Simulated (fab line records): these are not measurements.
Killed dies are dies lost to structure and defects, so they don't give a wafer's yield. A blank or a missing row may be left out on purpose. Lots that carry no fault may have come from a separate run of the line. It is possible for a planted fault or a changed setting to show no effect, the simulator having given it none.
fab line records | flow nand-harc
record: lots: 24 wafers: 72 last-day: 34
route steps=1302 shown P_ZERO_WELL@68 P_STI@92 P_GATE@145
lots with no fault: from the same line, run without faults
start-h: hours from the record's opening day to when the first of the lot's shown wafers began | wait-h: hours elapsed since this lot's preceding step | " unchanged from the row above | L1.1+2: a single row standing in for several wafers | - no value, or no start given | * or withheld: withheld | < > ~ a bound
route shown NAME@n: a module of which the file shows steps, and the number in the route of the first | usual: mean/standard deviation taken from wafers without a fault | same: alike in all rows | chamber/n: place in a boat | sites: readings site by site | _std_site: how widely they spread, as a standard deviation | _edge_site: inner sites' mean taken away from outer sites' mean | radius-mm: for every site, how far away it sits from the centre of the wafer | mask NAME#n: copy n | behind: the tool/chamber that last shaped the wafer | hold: why the lot was held/for how many hours/how that ended | device: which transistor (n, p or np) failed to switch | end of line: the route-end tests of the same wafers | a step with no rows: only its recipe | killed: dies that structure and defects cost at the first sort, which is not the same as the wafer's yield | map: a wafer's dies, x killed, . not, _ none there
set.NAME: setting as actually run; set.NAME@STEP: the setting as run at that earlier step | model.NAME: the simulator's own value behind a step, which no gauge read
route steps across a sampled set of lots; one table per step, one row per wafer
services: from which hour (start-h, from the record's first day; less than 0 if before it) a tool's chamber was out of use, for how many hours, and why
== steps ==
step: NHARC_P_ZERO_WELL_INSPECT_43
usual: raw-defect-count: 12/6
columns lot.wafer tool chamber start-h wait-h raw-defect-count
L074.1 defect-inspect-01 - 27.44 0.6 12
L074.2 " - " " 11
L074.5 " - " " 7
L075.4 defect-inspect-01 - 38.54 0.2 5
L075.5 " - " " 12
L075.6 " - " " 3
L076.3 defect-inspect-02 - 47.63 0.3 11
L076.4 " - " " 21
L076.6 " - " " 8
L077.1 defect-inspect-01 - 57.52 0.6 16
L077.4 " - " " 9
L077.5 " - " " 13
L078.4 defect-inspect-02 - 67.72 0.2 10
L078.5 " - " " 2
L078.6 " - " " 11
L079.1 defect-inspect-02 - 77.57 0.6 19
L079.4 " - " " 9
L079.5 " - " " 10
L080.3 defect-inspect-02 - 87.59 0.4 19
L080.4 " - " " 11
L080.6 " - " " 21
L081.2 defect-inspect-01 - 101.76 0.5 10
L081.3 " - " " 15
L081.6 " - " " 16
L082.1 defect-inspect-01 - 107.71 0.6 20
L082.3 " - " " 12
L082.5 " - " " 5
L083.1 defect-inspect-02 - 117.57 0.6 5
L083.2 " - " " 3
L083.6 " - " " 2
L084.2 defect-inspect-01 - 127.83 0.5 12
L084.3 " - " " 8
L084.4 " - " " 13
L085.1 defect-inspect-02 - 137.47 0.6 7
L085.2 " - " " 6
L085.4 " - " " 7
L086.1 defect-inspect-01 - 147.66 0.6 8
L086.5 " - " " 7
L086.6 " - " " 7
L087.1 defect-inspect-02 - 158.29 0.6 9
L087.5 " - " " 10
L087.6 " - " " 8
L088.3 defect-inspect-02 - 167.39 0.4 22
L088.5 " - " " 13
L088.6 " - " " 6
L089.2 defect-inspect-02 - 177.39 0.5 12
L089.3 " - " " 6
L089.5 " - " " 11
L090.1 defect-inspect-01 - 187.35 0.6 23
L090.2 " - " " 14
L090.5 " - " " 19
L091.2 defect-inspect-01 - 197.82 0.5 6
L091.4 " - " " 12
L091.5 " - " " 12
L092.1 defect-inspect-01 - 208.43 0.6 5
L092.2 " - " " 3
L092.3 " - " " 3
L093.1 defect-inspect-01 - 217.75 0.6 21
L093.4 " - " " 6
L093.6 " - " " 11
L094.3 defect-inspect-01 - 227.65 0.4 12
L094.4 " - " " 7
L094.5 " - " " 4
L095.2 defect-inspect-02 - 239.38 0.5 9
L095.4 " - " " 20
L095.6 " - " " 17
L096.2 defect-inspect-01 - 247.84 0.5 8
L096.4 " - " " 20
L096.6 " - " " 32
L097.4 defect-inspect-02 - 257.50 0.2 17
L097.5 " - " " 17
L097.6 " - " " 17
step: NHARC_P_STI_OCD_MEAS_17
usual: trench-depth-nm: 300/4.6 trench-foot-cd-nm: 158.5/2.2
columns lot.wafer tool chamber start-h wait-h trench-depth-nm trench-foot-cd-nm
L074.1 ocd-02 - 47.56 0.1 294 161.9
L074.2 " - " " 302 160.4
L074.5 " - " " 299 157.4
L075.4 ocd-01 - 58.57 0.1 290 160.4
L075.5 " - " " 292 159.8
L075.6 " - " " 301 160.0
L076.3 ocd-01 - 64.21 0.1 298 160.4
L076.4 " - " " 301 160.6
L076.6 " - " " 297 156.3
L077.1 ocd-02 - 72.63 0.1 305 157.4
L077.4 " - " " 294 159.8
L077.5 " - " " 294 156.8
L078.4 ocd-01 - 86.73 0.1 299 159.5
L078.5 " - " " 291 158.6
L078.6 " - " " 297 155.5
L079.1 ocd-01 - 95.01 0.1 311 158.4
L079.4 " - " " 302 157.7
L079.5 " - " " 313 159.6
L080.3 ocd-01 - 106.77 0.1 308 156.9
L080.4 " - " " 304 160.8
L080.6 " - " " 299 160.9
L081.2 ocd-02 - 117.06 0.1 306 155.6
L081.3 " - " " 292 158.8
L081.6 " - " " 308 157.8
L082.1 ocd-01 - 124.88 0.1 299 156.5
L082.3 " - " " 301 158.2
L082.5 " - " " 302 152.9
L083.1 ocd-01 - 138.12 0.1 306 157.5
L083.2 " - " " 306 155.3
L083.6 " - " " 303 158.9
L084.2 ocd-01 - 146.36 0.1 299 154.7
L084.3 " - " " 304 158.0
L084.4 " - " " 297 155.8
L085.1 ocd-02 - 154.72 0.1 303 160.0
L085.2 " - " " 301 156.6
L085.4 " - " " 303 160.5
L086.1 ocd-01 - 164.19 0.1 291 156.9
L086.5 " - " " 303 159.0
L086.6 " - " " 293 159.0
L087.1 ocd-02 - 179.87 0.1 299 159.5
L087.5 " - " " 297 155.3
L087.6 " - " " 294 159.3
L088.3 ocd-02 - 180.05 0.1 300 159.8
L088.5 " - " " 303 161.2
L088.6 " - " " 301 157.4
L089.2 ocd-02 - 193.34 0.1 299 157.7
L089.3 " - " " 299 157.7
L089.5 " - " " 298 159.6
L090.1 ocd-01 - 203.12 0.1 294 159.9
L090.2 " - " " 295 163.3
L090.5 " - " " 295 163.1
L091.2 ocd-01 - 213.90 0.1 302 155.3
L091.4 " - " " 303 155.4
L091.5 " - " " 305 155.1
L092.1 ocd-01 - 223.95 0.1 304 160.3
L092.2 " - " " 305 159.8
L092.3 " - " " 304 160.5
L093.1 ocd-02 - 236.30 0.1 299 157.5
L093.4 " - " " 298 153.3
L093.6 " - " " 300 153.4
L094.3 ocd-02 - 244.05 0.1 303 155.9
L094.4 " - " " 297 162.4
L094.5 " - " " 308 159.8
L095.2 ocd-01 - 254.88 0.1 298 161.2
L095.4 " - " " 303 154.5
L095.6 " - " " 296 158.0
L096.2 ocd-01 - 263.98 0.1 301 160.8
L096.4 " - " " 301 161.1
L096.6 " - " " 302 162.4
L097.4 ocd-01 - 274.03 0.1 302 159.5
L097.5 " - " " 295 156.5
L097.6 " - " " 302 153.5
step: NHARC_P_STI_INSPECT_25
usual: raw-defect-count: 217/79
columns lot.wafer tool chamber start-h wait-h raw-defect-count
L074.1 defect-inspect-01 - 74.65 0.4 193
L074.2 " - " " 121
L074.5 " - " " 106
L075.4 defect-inspect-02 - 85.20 0.4 207
L075.5 " - " " 412
L075.6 " - " " 259
L076.3 defect-inspect-01 - 91.35 0.4 281
L076.4 " - " " 333
L076.6 " - " " 140
L077.1 defect-inspect-02 - 99.43 0.4 150
L077.4 " - " " 186
L077.5 " - " " 191
L078.4 defect-inspect-01 - 113.31 0.4 162
L078.5 " - " " 135
L078.6 " - " " 207
L079.1 defect-inspect-02 - 120.92 0.4 229
L079.4 " - " " 182
L079.5 " - " " 156
L080.3 defect-inspect-01 - 134.68 0.4 114
L080.4 " - " " 127
L080.6 " - " " 135
L081.2 defect-inspect-01 - 144.37 0.4 155
L081.3 " - " " 283
L081.6 " - " " 212
L082.1 defect-inspect-02 - 152.45 0.4 136
L082.3 " - " " 321
L082.5 " - " " 169
L083.1 defect-inspect-02 - 170.30 0.4 266
L083.2 " - " " 322
L083.6 " - " " 265
L084.2 defect-inspect-02 - 179.27 0.4 330
L084.3 " - " " 389
L084.4 " - " " 260
L085.1 defect-inspect-01 - 188.27 0.4 296
L085.2 " - " " 232
L085.4 " - " " 132
L086.1 defect-inspect-01 - 193.46 0.4 203
L086.5 " - " " 184
L086.6 " - " " 313
L087.1 defect-inspect-01 - 218.56 0.4 206
L087.5 " - " " 198
L087.6 " - " " 155
L089.2 defect-inspect-02 - 218.58 0.4 256
L089.3 " - " " 238
L089.5 " - " " 360
L088.3 defect-inspect-01 - 218.58 0.4 229
L088.5 " - " " 300
L088.6 " - " " 278
L090.1 defect-inspect-02 - 229.47 0.4 151
L090.2 " - " " 162
L090.5 " - " " 229
L091.2 defect-inspect-02 - 240.73 0.4 227
L091.4 " - " " 225
L091.5 " - " " 226
L092.1 defect-inspect-02 - 255.03 0.4 193
L092.2 " - " " 124
L092.3 " - " " 171
L093.1 defect-inspect-01 - 262.33 0.4 351
L093.4 " - " " 301
L093.6 " - " " 235
L094.3 defect-inspect-02 - 274.76 0.4 119
L094.4 " - " " 111
L094.5 " - " " 329
L095.2 defect-inspect-02 - 280.55 0.4 309
L095.4 " - " " 368
L095.6 " - " " 166
L096.2 defect-inspect-02 - 290.62 0.4 120
L096.4 " - " " 154
L096.6 " - " " 232
L097.4 defect-inspect-01 - 303.12 0.4 117
L097.5 " - " " 122
L097.6 " - " " 136
step: NHARC_P_GATE_ETCH_104
recipe: target-depth-a: 600 time-s: withheld cf4-flow-sccm: 100 chf3-flow-sccm: 30 ar-flow-sccm: 0 rf-w: 500 bias-w: 200 chemistry: CF4/CHF3
usual: cf4-flow-sccm: 99.9/0.32 drypump-motor-current-A: 5.8/0.42 oes-product-au: 0.944/0.022 rf-fwd-power-W: 491.3/2.7 rf-vpp-V: 370.4/2.4 showerhead-plenum-p-Torr: 1.57/0.068 throttle-valve-pct: 16.803/0.0092
columns lot.wafer tool chamber start-h wait-h cf4-flow-sccm drypump-motor-current-A oes-product-au rf-fwd-power-W rf-vpp-V showerhead-plenum-p-Torr throttle-valve-pct
L074.1 rie-diel-01 3 96.17 0.1 100.0 5.0 0.969 494.3 371.0 1.60 16.805
L074.2 " 2 " " 99.3 5.6 0.945 490.1 372.4 1.64 16.800
L074.5 " 2 " " 99.9 5.6 0.950 490.2 374.0 1.64 16.796
L075.4 rie-diel-06 1 109.37 0.1 99.6 6.2 0.914 492.4 367.9 1.49 16.783
L075.5 " 3 " " 99.6 5.3 0.928 497.1 367.8 1.47 16.807
L075.6 " 0 " " 100.1 5.7 0.927 486.9 369.8 1.56 16.804
L076.3 rie-diel-01 2 114.58 0.1 99.8 5.6 0.939 488.8 372.2 1.64 16.809
L076.6 " 1 " " 100.1 6.6 0.948 486.7 374.1 1.68 16.788
L076.4 " 3 " " 99.8 5.0 0.956 494.5 370.8 1.60 16.791
L077.1 rie-diel-01 0 125.99 0.1 99.8 6.1 0.945 489.2 370.2 1.57 16.806
L077.4 " 1 " " 100.0 6.5 0.951 491.2 374.6 1.68 16.788
L077.5 " 1 " " 99.5 6.5 0.966 491.0 374.0 1.68 16.811
L078.4 rie-diel-10 3 137.32 0.1 99.8 5.4 0.953 491.7 372.2 1.62 16.790
L078.5 " 0 " " 99.5 6.0 0.959 492.8 366.5 1.48 16.814
L078.6 " 1 " " 99.5 5.6 0.976 490.1 367.7 1.50 16.817
L079.4 rie-diel-10 0 145.79 0.1 99.8 5.9 0.964 493.6 367.3 1.48 16.797
L079.1 " 2 " " 99.6 6.1 0.972 493.9 371.6 1.61 16.824
L079.5 " 0 " " 100.2 5.9 0.952 494.0 367.8 1.48 16.807
L080.4 rie-diel-10 3 159.03 0.1 100.7 5.4 0.923 490.6 373.7 1.62 16.797
L080.3 " 1 " " 100.0 5.6 0.920 493.5 368.0 1.50 16.813
L080.6 " 2 " " 100.1 6.1 0.937 493.8 373.2 1.61 16.813
L081.2 rie-diel-10 3 170.35 0.1 99.3 5.4 0.918 491.9 371.8 1.62 16.807
L081.3 " 1 " " 99.7 5.6 0.920 492.6 368.4 1.50 16.809
L081.6 " 2 " " 99.8 6.1 0.929 496.6 371.9 1.61 16.798
L082.1 rie-diel-10 1 178.48 0.1 100.2 5.6 0.912 487.6 367.9 1.50 16.780
L082.3 " 2 " " 100.0 6.1 0.917 494.0 372.0 1.61 16.816
L082.5 " 0 " " 99.6 5.9 0.922 490.8 368.6 1.48 16.800
L083.2 rie-diel-06 3 193.18 0.1 100.0 5.4 0.927 493.3 368.4 1.47 16.803
L083.1 " 1 " " 100.0 6.3 0.929 492.7 367.5 1.49 16.792
L083.6 " 3 " " 99.8 5.3 0.925 494.6 367.0 1.47 16.805
L084.2 rie-diel-10 0 202.26 0.1 99.9 6.0 0.962 492.8 367.1 1.48 16.809
L084.4 " 2 " " 100.3 6.1 0.952 492.7 373.0 1.61 16.807
L084.3 " 3 " " 100.4 5.4 0.945 490.9 372.6 1.62 16.803
L085.4 rie-diel-10 0 219.38 0.1 99.7 6.0 0.975 493.8 368.5 1.48 16.793
L085.1 " 1 " " 99.7 5.6 0.968 490.2 370.5 1.50 16.805
L085.2 " 3 " " 99.9 5.4 0.948 489.6 371.7 1.62 16.808
L086.1 rie-diel-10 3 220.15 0.1 100.0 5.4 0.955 487.8 371.7 1.62 16.814
L086.6 " 2 " " 100.3 6.1 0.972 494.2 371.9 1.61 16.807
L086.5 " 3 " " 100.0 5.4 0.949 486.8 373.2 1.62 16.806
L089.2 rie-diel-01 1 242.28 0.1 99.9 6.6 0.959 488.1 373.5 1.68 16.794
L089.3 " 3 " " 100.6 5.0 0.962 494.8 371.4 1.60 16.796
L089.5 " 1 " " 99.9 6.6 0.958 489.9 374.0 1.68 16.796
L087.1 rie-diel-06 0 242.91 0.1 99.9 5.7 0.908 484.8 368.6 1.56 16.805
L087.5 " 0 " " 99.7 5.7 0.913 485.4 370.3 1.56 16.800
L087.6 " 1 " " 99.5 6.3 0.915 493.8 368.3 1.49 16.796
L088.3 rie-diel-01 1 243.24 0.1 100.0 6.6 0.967 488.2 374.0 1.68 16.803
L088.6 " 2 " " 100.0 5.6 0.954 488.2 373.6 1.64 16.803
L088.5 " 3 " " 99.8 5.0 0.953 491.5 370.1 1.60 16.801
L090.1 rie-diel-01 0 262.52 0.1 100.2 6.1 0.918 485.2 369.8 1.57 16.801
L090.2 " 1 " " 99.9 6.5 0.922 489.5 374.1 1.68 16.807
L090.5 " 0 " " 100.2 6.1 0.911 487.8 370.5 1.57 16.807
L091.2 rie-diel-10 0 270.31 0.1 99.5 5.9 0.964 495.3 366.4 1.48 16.798
L091.4 " 2 " " 100.0 6.1 0.962 492.2 371.7 1.61 16.808
L091.5 " 1 " " 99.6 5.6 0.966 488.0 368.2 1.50 16.800
L092.3 rie-diel-01 0 280.73 0.1 100.6 6.1 0.912 487.7 370.2 1.57 16.802
L092.1 " 2 " " 99.8 5.6 0.921 490.2 373.5 1.64 16.799
L092.2 " 3 " " 99.8 5.0 0.926 492.6 371.7 1.60 16.807
L093.4 rie-diel-10 2 289.73 0.1 100.2 6.1 0.930 495.8 372.6 1.61 16.808
L093.1 " 0 " " 99.7 6.0 0.922 494.3 367.4 1.48 16.800
L093.6 " 2 " " 100.2 6.1 0.936 491.9 372.5 1.61 16.822
L094.4 rie-diel-10 0 300.76 0.1 100.1 6.0 0.910 494.2 367.1 1.48 16.812
L094.3 " 2 " " 99.7 6.1 0.924 492.2 372.5 1.61 16.812
L094.5 " 1 " " 100.1 5.6 0.919 493.1 368.8 1.50 16.788
L095.2 rie-diel-01 3 314.11 0.1 99.8 5.0 0.957 494.3 371.3 1.60 16.802
L095.4 " 1 " " 100.3 6.5 0.962 491.1 372.1 1.68 16.806
L095.6 " 2 " " 99.8 5.5 0.968 489.1 373.1 1.64 16.814
L096.2 rie-diel-06 3 322.61 0.1 99.4 5.4 0.966 496.5 367.2 1.47 16.807
L096.4 " 0 " " 100.0 5.7 0.966 489.1 371.9 1.56 16.795
L096.6 " 3 " " 99.3 5.4 0.961 494.2 366.9 1.47 16.793
L097.5 rie-diel-06 2 326.15 0.1 99.4 5.7 0.956 493.4 371.3 1.61 16.806
L097.6 " 3 " " 100.1 5.4 0.958 489.7 366.1 1.47 16.800
L097.4 " 1 " " 100.8 6.2 0.967 492.6 366.0 1.48 16.811
step: NHARC_P_GATE_ALD_36
recipe: target-thk-a: 200 pulse-time-s: 60 ald-cycles: 223 temp-c: 400 material: SiNx
usual: heater-power-w: 813/76 precursor-pulse-height-rel: 0.998/0.02
same: pulse-time-s: 60
columns lot.wafer tool chamber start-h wait-h heater-power-w precursor-pulse-height-rel since-wet-clean-h
L074.1 ald-sin-01 3 99.55 - 779 1.042 50
L074.2 " 0 100.60 - 796 1.004 51
L074.5 " 2 102.69 - 706 0.994 -
L075.4 ald-sin-02 2 113.77 - 713 0.985 160
L075.6 " 3 114.83 - 844 1.033 -
L075.5 " 0 115.88 - 965 1.019 -
L076.4 ald-sin-04 3 115.80 - 734 0.990 29
L076.3 " 2 118.98 - 849 1.005 32
L076.6 " 3 120.04 - 748 0.986 -
L077.1 ald-sin-01 3 127.24 - 791 1.000 78
L077.4 " 2 130.38 - 698 0.977 81
L077.5 " 3 131.43 - 800 0.966 -
L078.4 ald-sin-02 0 138.47 - 888 0.996 7
L078.5 " 0 142.74 - 871 1.039 -
L078.6 " 1 143.81 - 869 0.998 -
L079.4 ald-sin-04 2 148.01 - 822 0.986 61
L079.1 " 0 150.11 - 663 1.000 63
L079.5 " 2 152.22 - 840 0.999 -
L080.4 ald-sin-01 3 160.19 - 791 1.038 111
L080.3 " 2 163.35 - 724 1.017 114
L080.6 " 3 164.40 - 774 0.998 -
L081.3 ald-sin-02 1 171.51 - 887 0.998 40
L081.2 " 2 172.92 - 768 0.999 41
L081.6 " 2 177.15 - 763 1.023 -
L082.1 ald-sin-04 1 180.70 - 884 1.008 93
L082.3 " 3 182.81 - 762 1.001 96
L082.5 " 1 184.92 - 857 1.002 -
L083.2 ald-sin-01 1 195.43 - 832 0.988 146
L083.1 " 2 196.48 - 723 1.004 147
L083.6 " 1 199.62 - 823 1.001 -
L084.3 ald-sin-02 2 204.82 - 754 0.998 73
L084.2 " 3 206.20 - 856 1.007 74
L084.4 " 1 207.59 - 882 1.020 -
L085.2 ald-sin-04 0 221.61 - 669 1.004 134
L085.4 " 1 222.67 - 890 1.026 135
L085.1 " 2 223.73 - 863 0.999 137
L086.1 ald-sin-02 3 224.48 - 839 0.993 93
L086.5 " 0 225.53 - 873 1.012 -
L086.6 " 1 226.59 - 892 1.007 -
L089.2 ald-sin-01 2 243.53 - 713 1.012 16
L089.3 " 3 244.60 - 786 1.012 17
L089.5 " 3 248.86 - 768 0.974 -
L088.3 ald-sin-02 1 245.89 - 899 0.990 114
L088.5 " 3 248.70 - 847 0.974 -
L088.6 " 2 251.51 - 746 0.982 -
L087.1 ald-sin-04 2 247.27 - 843 0.982 160
L087.5 " 3 248.33 - 775 0.987 -
L087.6 " 0 249.39 - 666 1.025 -
L090.1 ald-sin-01 3 264.74 - 771 1.011 37
L090.2 " 1 266.86 - 819 1.017 39
L090.5 " 3 268.98 - 775 0.993 -
L091.4 ald-sin-04 1 271.48 - 893 0.969 6
L091.2 " 2 272.53 - 882 1.021 7
L091.5 " 1 275.69 - 889 0.986 -
L092.1 ald-sin-02 3 282.93 - 849 1.006 151
L092.3 " 0 283.97 - 891 0.987 152
L092.2 " 1 285.02 - 923 0.980 153
L093.1 ald-sin-01 0 291.96 - 839 1.023 64
L093.4 " 2 294.06 - 732 1.009 67
L093.6 " 0 296.17 - 846 1.001 -
L094.3 ald-sin-04 3 303.08 - 780 1.007 38
L094.4 " 0 304.13 - 668 0.989 39
L094.5 " 3 307.30 - 788 0.996 -
L095.4 ald-sin-02 1 316.59 - 969 0.972 7
L095.2 " 3 318.71 - 884 0.988 9
L095.6 " 1 320.83 - 969 1.006 -
L096.4 ald-sin-01 2 325.97 - 739 0.988 98
L096.2 " 3 327.02 - 770 0.980 99
L096.6 " 1 329.11 - 829 0.980 -
L097.4 ald-sin-04 2 329.54 - 897 0.951 64
L097.5 " 0 331.66 - 651 1.008 -
L097.6 " 1 332.71 - 926 1.007 -
step: NHARC_P_GATE_CD_MEAS_59
recipe: target-cd-nm: 720 landing-energy-ev: 500
usual: cd-nm: 720.3/1.8
columns lot.wafer tool chamber start-h wait-h cd-nm
L074.1 cd-sem-03 0 109.86 - 721.4
L074.2 " 0 " " 719.8
L074.5 " 0 " " 719.6
L075.4 cd-sem-03 0 122.99 - 721.2
L075.5 " 0 " " 718.7
L075.6 " 0 " " 718.7
L076.3 cd-sem-02 0 127.98 - 718.5
L076.4 " 0 " " 722.3
L076.6 " 0 " " 716.1
L077.1 cd-sem-01 0 139.57 - 720.9
L077.4 " 0 " " 719.0
L077.5 " 0 " " 721.1
L078.4 cd-sem-03 0 151.06 - 722.6
L078.5 " 0 " " 721.8
L078.6 " 0 " " 722.8
L079.1 cd-sem-02 0 159.11 - 722.2
L079.4 " 0 " " 719.2
L079.5 " 0 " " 719.1
L080.3 cd-sem-03 0 172.26 - 721.0
L080.4 " 0 " " 721.0
L080.6 " 0 " " 718.3
L081.2 cd-sem-02 0 185.97 - 721.0
L081.3 " 0 " " 718.1
L081.6 " 0 " " 720.1
L082.1 cd-sem-01 0 191.80 - 720.8
L082.3 " 0 " " 725.3
L082.5 " 0 " " 722.0
L083.1 cd-sem-01 0 206.61 - 719.0
L083.2 " 0 " " 719.6
L083.6 " 0 " " 718.4
L084.2 cd-sem-02 0 217.72 - 718.4
L084.3 " 0 " " 721.1
L084.4 " 0 " " 719.9
L085.1 cd-sem-01 0 232.86 - 721.9
L085.2 " 0 " " 719.9
L085.4 " 0 " " 722.5
L086.1 cd-sem-01 0 233.58 - 720.8
L086.5 " 0 " " 719.8
L086.6 " 0 " " 720.1
L089.2 cd-sem-02 0 255.74 - 721.0
L089.3 " 0 " " 722.0
L089.5 " 0 " " 722.9
L087.1 cd-sem-03 0 256.41 - 720.1
L087.5 " 0 " " 722.3
L087.6 " 0 " " 718.6
L088.3 cd-sem-03 0 258.74 - 716.5
L088.5 " 0 " " 720.4
L088.6 " 0 " " 720.6
L090.1 cd-sem-02 0 275.85 - 721.7
L090.2 " 0 " " 723.4
L090.5 " 0 " " 720.2
L091.2 cd-sem-01 0 283.74 - 720.2
L091.4 " 0 " " 722.3
L091.5 " 0 " " 720.5
L092.1 cd-sem-02 0 294.09 - 719.5
L092.2 " 0 " " 719.7
L092.3 " 0 " " 721.9
L093.1 cd-sem-02 0 303.09 - 719.6
L093.4 " 0 " " 718.0
L093.6 " 0 " " 719.1
L094.3 cd-sem-03 0 314.21 - 718.7
L094.4 " 0 " " 721.3
L094.5 " 0 " " 717.9
L095.2 cd-sem-02 0 327.89 - 720.0
L095.4 " 0 " " 719.2
L095.6 " 0 " " 718.9
L096.2 cd-sem-02 0 336.49 - 720.7
L096.4 " 0 " " 721.2
L096.6 " 0 " " 720.1
L097.4 cd-sem-02 0 339.72 - 721.2
L097.5 " 0 " " 724.6
L097.6 " 0 " " 722.1
== services ==
columns tool chamber start-h hours kind
ald-sin-02 - 74.35 1.9 repair
rie-diel-06 - 78.74 0.9 repair
ald-sin-04 - 79.31 10.0 pm
rie-diel-01 0 93.40 3.5 repair
rie-diel-10 3 106.59 5.3 repair
rie-diel-10 2 109.82 12.1 repair
rie-diel-01 0 114.13 11.5 repair
ald-sin-01 - 118.84 0.3 repair
ald-sin-02 - 123.97 10.0 pm
rie-diel-06 - 130.20 9.0 pm
ald-sin-01 3 140.21 16.0 repair
ald-sin-02 3 153.66 19.3 repair
rie-diel-06 1 161.22 10.7 repair
ald-sin-02 0 190.54 16.6 repair
rie-diel-01 - 203.80 9.0 pm
ald-sin-01 0 213.81 10.0 repair
ald-sin-01 - 219.63 10.0 pm
rie-diel-10 - 242.50 9.0 pm
ald-sin-02 0 243.37 3.4 repair
ald-sin-04 - 257.31 10.0 pm
ald-sin-02 2 272.05 1.7 repair
ald-sin-02 - 301.97 10.0 pm
ald-sin-04 2 320.13 3.9 repair
rie-diel-10 2 322.48 9.0 repair
== key ==
fault none
